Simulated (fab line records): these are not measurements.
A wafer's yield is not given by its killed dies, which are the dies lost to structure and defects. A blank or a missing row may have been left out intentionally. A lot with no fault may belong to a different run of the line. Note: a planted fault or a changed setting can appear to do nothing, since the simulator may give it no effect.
What tool caused it? | flow nand-harc | Sampling: 14 lots, 42 wafers, 4 of 1302 route steps

WHAT EACH GAUGE READ, for each wafer
NHARC_A_SLIT_CD_MEAS_21.
lot  | measured     | on        | cd-nm (nm)
L211 | day 20 03:09 | cd-sem-02 | 290.4 290.4 290.2
L215 | day 21 01:28 | cd-sem-01 | 290.1 289.5 290.4
L213 | day 21 05:17 | cd-sem-01 | 290.2 289.4 289.2
L214 | day 21 04:53 | cd-sem-03 | 290.5 290.6 290.8
L216 | day 21 16:13 | cd-sem-03 | 288.7 288.6 288.8
L217 | day 21 16:49 | cd-sem-01 | 289.4 289.1 289.7
L220 | day 24 04:02 | cd-sem-03 | 289.4 290.0 290.0
L224 | day 26 08:28 | cd-sem-01 | 290.1 291.0 290.2
L227 | day 26 21:56 | cd-sem-01 | 289.9 289.6 289.3
L229 | day 27 11:23 | cd-sem-01 | 286.8 286.9 288.1
L230 | day 27 15:11 | cd-sem-02 | 288.2 287.9 288.9
L232 | day 29 09:27 | cd-sem-03 | 288.7 288.3 288.8
L234 | day 29 17:38 | cd-sem-02 | 291.4 290.1 290.1
L233 | day 29 20:10 | cd-sem-02 | 288.5 289.1 289.0

TOOL THAT RAN EACH LOT (tool first, then ch and the chambers of the sampled wafers, then the start)
lot  | NHARC_A_SLIT_DESCUM_14             | NHARC_A_SLIT_ETCH_24               | NHARC_A_SLIT_ETCH_29
L211 | rie-diel-01 ch 0,1, day 19 20:31   | rie-diel-01 ch 0,2,3, day 19 20:37 | rie-diel-02 ch 0,1,2, day 20 02:38
L215 | rie-diel-05 ch 2,3, day 20 15:49   | rie-diel-05 ch 1,2, day 20 15:54   | rie-diel-02 ch 1,3, day 21 00:56
L213 | rie-diel-01 ch 0,3, day 20 16:18   | rie-diel-01 ch 0,3, day 20 16:23   | rie-diel-02 ch 0,1, day 21 04:44
L214 | rie-diel-02 ch 1,3, day 20 16:29   | rie-diel-02 ch 0,1,3, day 20 16:34 | rie-diel-01 ch 0,3, day 21 04:14
L216 | rie-diel-05 ch 1,2, day 21 09:54   | rie-diel-05 ch 0,2,3, day 21 10:00 | rie-diel-05 ch 2,3, day 21 15:40
L217 | rie-diel-01 ch 0,1,3, day 21 10:33 | rie-diel-01 ch 0,1, day 21 10:37   | rie-diel-01 ch 1,2,3, day 21 16:17
L220 | rie-diel-02 ch 0,1,2, day 23 20:46 | rie-diel-02 ch 0,1,2, day 23 20:53 | rie-diel-01 ch 0,3, day 24 03:29
L224 | rie-diel-01 ch 1,3, day 26 01:38   | rie-diel-01 ch 0,2, day 26 01:43   | rie-diel-05 ch 0,3, day 26 07:55
L227 | rie-diel-02 ch 0,1, day 26 15:35   | rie-diel-02 ch 1,2,3, day 26 15:41 | rie-diel-05 ch 0,1,2, day 26 21:25
L229 | rie-diel-05 ch 0,2, day 27 05:02   | rie-diel-05 ch 0,1,2, day 27 05:08 | rie-diel-01 ch 1,3, day 27 10:50
L230 | rie-diel-01 ch 1,2,3, day 27 05:39 | rie-diel-01 ch 0,2,3, day 27 06:22 | rie-diel-01 ch 1,2,3, day 27 14:39
L232 | rie-diel-01 ch 0,1,2, day 29 03:08 | rie-diel-01 ch 0,2,3, day 29 03:14 | rie-diel-02 ch 0,1,3, day 29 08:54
L234 | rie-diel-01 ch 0,2,3, day 29 11:16 | rie-diel-01 ch 0,1, day 29 11:20   | rie-diel-05 ch 0,2,3, day 29 17:05
L233 | rie-diel-05 ch 0,1, day 29 13:48   | rie-diel-05 ch 0,2, day 29 13:53   | rie-diel-01 ch 0,2,3, day 29 19:38
- NHARC_A_SLIT_DESCUM_14: chemistry O2, time 3 s.
- NHARC_A_SLIT_ETCH_24: etches the open film in CF4/CHF3, target depth 121 nm, time 60.5 s.
- NHARC_A_SLIT_ETCH_29: etches the open film in CF4/O2, target depth 100 nm, overetch 10 nm, time 55 s.

WHAT THE TOOLS THEMSELVES READ (means of the sampled wafers that have a number; where no wafer has one, the mark that the record gives instead)
NHARC_A_SLIT_DESCUM_14.
lot  | tool        | drypump-motor-current-A (A) | oes-product-au (a.u.) | rf-vpp-V (V) | showerhead-plenum-p-Torr (Torr) | throttle-valve-pct (%)
L211 | rie-diel-01 | 6.2                         | 0.997                 | 58.4         | 1.99                            | 11.313
L215 | rie-diel-05 | 5.4                         | 1.000                 | 58.4         | 1.99                            | 11.310
L213 | rie-diel-01 | 6.1                         | 0.994                 | 57.7         | 2.02                            | 11.310
L214 | rie-diel-02 | 5.2                         | 0.985                 | 58.2         | 1.90                            | 11.310
L216 | rie-diel-05 | 5.3                         | 0.986                 | 58.6         | 1.96                            | 11.318
L217 | rie-diel-01 | 6.2                         | 1.000                 | 58.2         | 2.00                            | 11.306
L220 | rie-diel-02 | 5.4                         | 0.986                 | 57.6         | 1.92                            | 11.322
L224 | rie-diel-01 | 6.1                         | 1.003                 | 57.8         | 2.00                            | 11.310
L227 | rie-diel-02 | 5.0                         | 0.999                 | 58.4         | 1.93                            | 11.321
L229 | rie-diel-05 | 5.0                         | 1.002                 | 57.8         | 2.01                            | 11.311
L230 | rie-diel-01 | 5.9                         | 1.002                 | 57.8         | 1.94                            | 11.309
L232 | rie-diel-01 | 5.9                         | 1.013                 | 58.1         | 1.92                            | 11.313
L234 | rie-diel-01 | 5.9                         | 1.001                 | 57.9         | 1.94                            | 11.310
L233 | rie-diel-05 | 5.6                         | 0.997                 | 57.8         | 1.86                            | 11.300

NHARC_A_SLIT_ETCH_24.
lot  | tool        | drypump-motor-current-A (A) | oes-product-au (a.u.) | rf-vpp-V (V) | run-length-s (s) | showerhead-plenum-p-Torr (Torr) | throttle-valve-pct (%)
L211 | rie-diel-01 | 5.9                         | 0.964                 | 371.3        | 82.4             | 1.60                            | 16.798
L215 | rie-diel-05 | 5.5                         | 0.960                 | 370.2        | 81.6             | 1.55                            | 16.806
L213 | rie-diel-01 | 6.2                         | 0.946                 | 373.2        | 82.2             | 1.64                            | 16.796
L214 | rie-diel-02 | 5.0                         | 0.975                 | 371.4        | 81.9             | 1.59                            | 16.799
L216 | rie-diel-05 | 5.3                         | 0.924                 | 371.9        | 81.4             | 1.61                            | 16.803
L217 | rie-diel-01 | 6.2                         | 0.927                 | 372.5        | 82.0             | 1.63                            | 16.804
L220 | rie-diel-02 | 5.4                         | 0.951                 | 370.3        | 81.8             | 1.58                            | 16.809
L224 | rie-diel-01 | 6.0                         | 0.967                 | 371.2        | 82.4             | 1.58                            | 16.793
L227 | rie-diel-02 | 5.4                         | 0.960                 | 370.2        | 82.4             | 1.58                            | 16.795
L229 | rie-diel-05 | 5.3                         | 0.963                 | 370.7        | 81.5             | 1.59                            | 16.804
L230 | rie-diel-01 | 5.9                         | 0.945                 | 370.1        | 82.4             | 1.59                            | 16.807
L232 | rie-diel-01 | 5.9                         | 0.967                 | 370.8        | 82.2             | 1.59                            | 16.803
L234 | rie-diel-01 | 6.2                         | 0.987                 | 372.5        | 81.8             | 1.63                            | 16.796
L233 | rie-diel-05 | 5.0                         | 0.967                 | 371.7        | 81.8             | 1.64                            | 16.799

NHARC_A_SLIT_ETCH_29.
lot  | tool        | drypump-motor-current-A (A) | oes-product-au (a.u.) | rf-vpp-V (V) | run-length-s (s) | showerhead-plenum-p-Torr (Torr) | throttle-valve-pct (%)
L211 | rie-diel-02 | 5.4                         | 0.982                 | 197.9        | 76.4             | 1.34                            | 13.400
L215 | rie-diel-02 | 5.2                         | 0.994                 | 197.9        | 76.3             | 1.33                            | 13.397
L213 | rie-diel-02 | 5.0                         | 1.002                 | 198.9        | 75.9             | 1.35                            | 13.399
L214 | rie-diel-01 | 6.2                         | 0.994                 | 199.3        | 76.7             | 1.40                            | 13.389
L216 | rie-diel-05 | 5.7                         | 1.014                 | 197.7        | 76.2             | 1.35                            | 13.391
L217 | rie-diel-01 | 5.8                         | 0.995                 | 198.8        | 76.7             | 1.35                            | 13.397
L220 | rie-diel-01 | 6.2                         | 0.988                 | 198.5        | 76.8             | 1.41                            | 13.389
L224 | rie-diel-05 | 5.7                         | 1.006                 | 199.9        | 74.3             | 1.34                            | 13.399
L227 | rie-diel-05 | 5.3                         | 0.997                 | 199.0        | 74.5             | 1.35                            | 13.391
L229 | rie-diel-01 | 6.1                         | 0.999                 | 199.0        | 76.4             | 1.40                            | 13.409
L230 | rie-diel-01 | 5.9                         | 1.003                 | 198.6        | 76.3             | 1.35                            | 13.398
L232 | rie-diel-02 | 5.0                         | 0.999                 | 198.0        | 76.4             | 1.35                            | 13.403
L234 | rie-diel-05 | 5.4                         | 1.006                 | 198.3        | 76.1             | 1.37                            | 13.394
L233 | rie-diel-01 | 5.9                         | 0.998                 | 198.5        | 76.7             | 1.35                            | 13.399

THE ANSWER, worked out from the rows above alone
Rule: the usual values come from the lots themselves. Put in order of their means at a reading, lots are off if they are a third of the lots or fewer, leave a main group of 4 or more, and stand apart from it by a gap of 3 or more times the standard deviation of the main group's means; of several such gaps the widest counts. If all means in a main group match to the digits the tables above print for the reading, that group is not used. A lot without any number at a reading at which 4 lots or more have one is off too. All remaining lots with rows at the step are treated as sound. The gauges are gone through in route order, then the tools' own readings, and for those a lot's mean is taken as printed above. At the first step where some lot is off, the reading lying furthest off is the one used; lots without a number count as furthest.
Off: L224, L227, at NHARC_A_SLIT_ETCH_29 (run-length-s). Mean 76.4 s and standard deviation 0.26 in the main group.
If a tool, at that step or one of the process steps before it, ran each lot that is off and ran no sound lot following the first of them, it fits. No candidate that was tried fits.

WHAT THE SIMULATOR HAD INSERTED
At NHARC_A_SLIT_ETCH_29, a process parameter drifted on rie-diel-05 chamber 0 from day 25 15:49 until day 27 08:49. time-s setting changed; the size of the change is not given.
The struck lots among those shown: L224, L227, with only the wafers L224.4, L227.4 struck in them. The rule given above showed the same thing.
